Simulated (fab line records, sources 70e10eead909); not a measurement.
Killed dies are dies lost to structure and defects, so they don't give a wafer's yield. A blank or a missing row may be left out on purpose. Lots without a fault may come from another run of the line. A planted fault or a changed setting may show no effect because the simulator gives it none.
Tool commonality check | flow nand_harc | 16 lots, 48 wafers sampled

WHY IT WAS OPENED
At NHARC_A_ONON_D1_THK_MEAS_02 the reading thk_nm is flagged on 4 of 16 lots. Wafers without a fault read 1003 nm, standard deviation 10.
Rule: a lot is flagged when every wafer of it that has a number lies more than 4 standard deviations from that mean, or none has a number. The other lots count as sound.

lot  | measured     | on            | thk_nm (nm), wafer by wafer | flag
L715 | day 7 14:14  | film_metro-02 | 1002 1004 1003              |
L716 | day 8 01:55  | film_metro-02 | 994 993 995                 |
L717 | day 8 12:41  | film_metro-02 | 971 973 970                 |
L718 | day 9 01:30  | film_metro-02 | 1007 1008 1006              |
L719 | day 9 08:54  | film_metro-02 | 997 998 997                 |
L720 | day 9 19:53  | film_metro-02 | 1009 1007 1010              |
L721 | day 10 06:04 | film_metro-01 | 1286 1286 1285              | FLAGGED
L722 | day 10 20:55 | film_metro-01 | 1264 1264 1266              | FLAGGED
L723 | day 11 03:25 | film_metro-01 | 1299 1299 1298              | FLAGGED
L724 | day 11 11:32 | film_metro-01 | 1290 1288 1290              | FLAGGED
L726 | day 12 06:32 | film_metro-01 | 1001 998 1000               |
L728 | day 12 22:52 | film_metro-01 | 1016 1014 1017              |
L730 | day 14 04:02 | film_metro-01 | 1000 999 999                |
L732 | day 14 22:34 | film_metro-02 | 1007 1007 1007              |
L735 | day 16 02:16 | film_metro-02 | 1000 1001 1000              |
L737 | day 16 21:34 | film_metro-01 | 1008 1007 1007              |
The numbers of the flagged lots are 1285 nm on average: +282 nm against the usual, or +28 standard deviations.

WHICH TOOL RAN EACH LOT
The record holds 3 process steps before the reading, out of a route of 1302 steps. In each cell: the tool, then ch and the chambers that the sampled wafers went through, then the start.
lot  | flag    | NHARC_P_BONDPAD_DEGAS_25     | NHARC_P_BONDPAD_CMP_19        | NHARC_A_ONON_D1_DEP_00
L715 |         | pvd_sputter-02, day 6 12:37  | cmp-01 ch 1,2,3, day 6 13:44  | pecvd_onon-01 ch 0, day 7 13:44
L716 |         | pvd_sputter-03, day 7 01:07  | cmp-01 ch 1,2,3, day 7 02:12  | pecvd_onon-01 ch 0, day 8 01:28
L717 |         | pvd_sputter-01, day 7 11:47  | cmp-02 ch 0,1,3, day 7 12:54  | pecvd_onon-01 ch 0, day 8 12:10
L718 |         | pvd_sputter-02, day 8 00:19  | cmp-04 ch 0,1,3, day 8 01:25  | pecvd_onon-03 ch 0, day 9 01:00
L719 |         | pvd_sputter-03, day 8 05:17  | cmp-04 ch 1,3, day 8 06:25    | pecvd_onon-03 ch 0, day 9 08:26
L720 |         | pvd_sputter-03, day 8 17:27  | cmp-04 ch 0,2, day 8 18:32    | pecvd_onon-01 ch 0, day 9 19:25
L721 | FLAGGED | pvd_sputter-02, day 9 02:57  | cmp-02 ch 0,1,2, day 9 04:03  | pecvd_onon-01 ch 0, day 10 05:33
L722 | FLAGGED | pvd_sputter-03, day 9 13:54  | cmp-02 ch 0,1, day 9 14:59    | pecvd_onon-01 ch 0, day 10 20:25
L723 | FLAGGED | pvd_sputter-03, day 10 01:41 | cmp-02 ch 2,3, day 10 02:46   | pecvd_onon-01 ch 0, day 11 02:55
L724 | FLAGGED | pvd_sputter-03, day 10 05:27 | cmp-04 ch 1,3, day 10 06:33   | pecvd_onon-01 ch 0, day 11 11:05
L726 |         | pvd_sputter-02, day 11 05:47 | cmp-01 ch 0,2,3, day 11 06:56 | pecvd_onon-04 ch 0, day 12 06:05
L728 |         | pvd_sputter-03, day 11 21:29 | cmp-02 ch 0,1,2, day 11 22:36 | pecvd_onon-04 ch 0, day 12 22:26
L730 |         | pvd_sputter-03, day 13 02:20 | cmp-02 ch 0,1,2, day 13 03:26 | pecvd_onon-03 ch 0, day 14 03:31
L732 |         | pvd_sputter-01, day 13 21:41 | cmp-01 ch 1,2,3, day 13 22:46 | pecvd_onon-03 ch 0, day 14 22:04
L735 |         | pvd_sputter-02, day 15 00:55 | cmp-01 ch 0,1,2, day 15 02:17 | pecvd_onon-03 ch 0, day 16 01:49
L737 |         | pvd_sputter-01, day 15 16:36 | cmp-01 ch 0,1,2, day 15 17:43 | pecvd_onon-04 ch 0, day 16 21:03
What these steps do:
- NHARC_P_BONDPAD_DEGAS_25: time 60 s.
- NHARC_P_BONDPAD_CMP_19: polishes, t overpolish 30 s, cu recess touch 16 s, target thk 160.81 nm.
- NHARC_A_ONON_D1_DEP_00: target thk 1000 nm.
- NHARC_A_ONON_D1_THK_MEAS_02: measures by ellipsometry.

FLAGGED OVER TOTAL, TOOL BY TOOL (the gauges that took the reading come last)
step                        | tool           | lots run | flagged | share of the flagged lots | sound lots run after its first flagged lot
NHARC_P_BONDPAD_DEGAS_25    | pvd_sputter-01 | 3        | 0       | none                      | -
NHARC_P_BONDPAD_DEGAS_25    | pvd_sputter-02 | 5        | 1       | some                      | 2 (L726,L735)
NHARC_P_BONDPAD_DEGAS_25    | pvd_sputter-03 | 8        | 3       | some                      | 2 (L728,L730)
NHARC_P_BONDPAD_CMP_19      | cmp-01         | 6        | 0       | none                      | -
NHARC_P_BONDPAD_CMP_19      | cmp-02         | 6        | 3       | some                      | 2 (L728,L730)
NHARC_P_BONDPAD_CMP_19      | cmp-04         | 4        | 1       | some                      | 0
NHARC_A_ONON_D1_DEP_00      | pecvd_onon-01  | 8        | 4       | all                       | 0
NHARC_A_ONON_D1_DEP_00      | pecvd_onon-03  | 5        | 0       | none                      | -
NHARC_A_ONON_D1_DEP_00      | pecvd_onon-04  | 3        | 0       | none                      | -
NHARC_A_ONON_D1_THK_MEAS_02 | film_metro-01  | 8        | 4       | all                       | 4 (L726,L728,L730,L737)
NHARC_A_ONON_D1_THK_MEAS_02 | film_metro-02  | 8        | 0       | none                      | -

WHAT THE TABLE ALLOWS
2 rows of the table ran every flagged lot: pecvd_onon-01 at NHARC_A_ONON_D1_DEP_00, film_metro-01 at NHARC_A_ONON_D1_THK_MEAS_02.
- pecvd_onon-01 at NHARC_A_ONON_D1_DEP_00: 4 of its 8 lots flagged. Its last sound lot is L720 (day 9 19:25), its first flagged lot L721 (day 10 05:33): a fault that began between those two fits.
- film_metro-01 at NHARC_A_ONON_D1_THK_MEAS_02: 4 of its 8 lots flagged. Sound lots ran on it after the first flagged one (L726, L728, L730, L737), which a lasting fault on the whole tool wouldn't allow.
One tool is left: pecvd_onon-01 at NHARC_A_ONON_D1_DEP_00.

WHAT THE SIMULATOR HAD PUT IN
Process parameter drift: pecvd_onon-01, from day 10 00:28 on, at NHARC_A_ONON_D1_DEP_00. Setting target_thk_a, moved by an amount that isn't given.
Lots struck among those shown: L721, L722, L723, L724. The rule above found the same.
